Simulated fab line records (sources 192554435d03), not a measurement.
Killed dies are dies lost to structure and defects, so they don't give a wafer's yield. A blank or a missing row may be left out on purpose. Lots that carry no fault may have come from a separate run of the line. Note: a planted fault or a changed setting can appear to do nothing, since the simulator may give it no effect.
Matching of chambers ; flow n5-finfet ; N5_MOL_CONTACT_COAG_ETCH_48 on rie-diel-03: 4 sister chambers
The step etches SiOC in C4F6/O2, target depth 15 nm, overetch 4.5 nm, time 17 s. 16 wafers are shown with their chamber, then 8 later ones without.

EACH WAFER AND ITS CHAMBER
wafer;chamber;drypump-motor-current-A (A);rf-vpp-V (V);showerhead-plenum-p-Torr (Torr)
L074.1;1;6.4;1552;2.92
L074.3;0;5.3;1584;2.76
L074.6;1;6.3;1551;2.92
L076.1;1;6.3;1553;2.92
L076.4;0;5.3;1582;2.76
L076.6;3;5.5;1595;2.64
L078.2;3;5.5;1595;2.63
L078.3;0;5.3;1582;2.76
L078.6;1;6.3;1552;2.91
L079.3;0;5.3;1583;2.76
L079.5;0;5.3;1585;2.76
L079.6;3;5.5;1594;2.63
L085.1;0;5.3;1584;2.75
L085.3;2;4.8;1610;2.79
L085.4;1;6.4;1552;2.90
L086.1;0;5.3;1584;2.75

SIGNATURES (means of the wafers above)
reading;chamber 0;chamber 1;chamber 2;chamber 3;scatter within a chamber
drypump-motor-current-A;5.300;6.340;4.800;5.500;0.0316
rf-vpp-V;1583.43;1552.00;1610.00;1594.67;0.93
showerhead-plenum-p-Torr;2.7571;2.9140;2.7900;2.6333;0.00664
Rule: distance of a wafer from a chamber = root of the sum over the readings of ((wafer's reading minus chamber's mean) / reading's scatter) squared. The wafer belongs to the nearest chamber; if the next one is less than 2 further off, it can't be placed. The scatter is the square root of a quotient: the sum, over the shown wafers, of each reading's squared deviation from its chamber's mean, divided by wafers minus chambers.

WAFERS WITH NO CHAMBER GIVEN
wafer;drypump-motor-current-A (A);rf-vpp-V (V);showerhead-plenum-p-Torr (Torr)
L086.2;4.8;1609;2.79
L086.4;5.5;1594;2.63
L088.1;5.5;1594;2.62
L088.3;4.8;1610;2.79
L088.4;5.3;1583;2.75
L094.1;4.8;1611;2.79
L094.2;5.3;1582;2.75
L094.5;5.3;1583;2.75

CHAMBER TAKEN BY EACH
wafer;from the rows above;in truth
L086.2;2;2
L086.4;3;3
L088.1;3;3
L088.3;2;2
L088.4;0;0
L094.1;2;2
L094.2;0;0
L094.5;0;0
8 of 8 placed correctly. Number that these rows cannot place: 0. Number placed wrongly: 0.
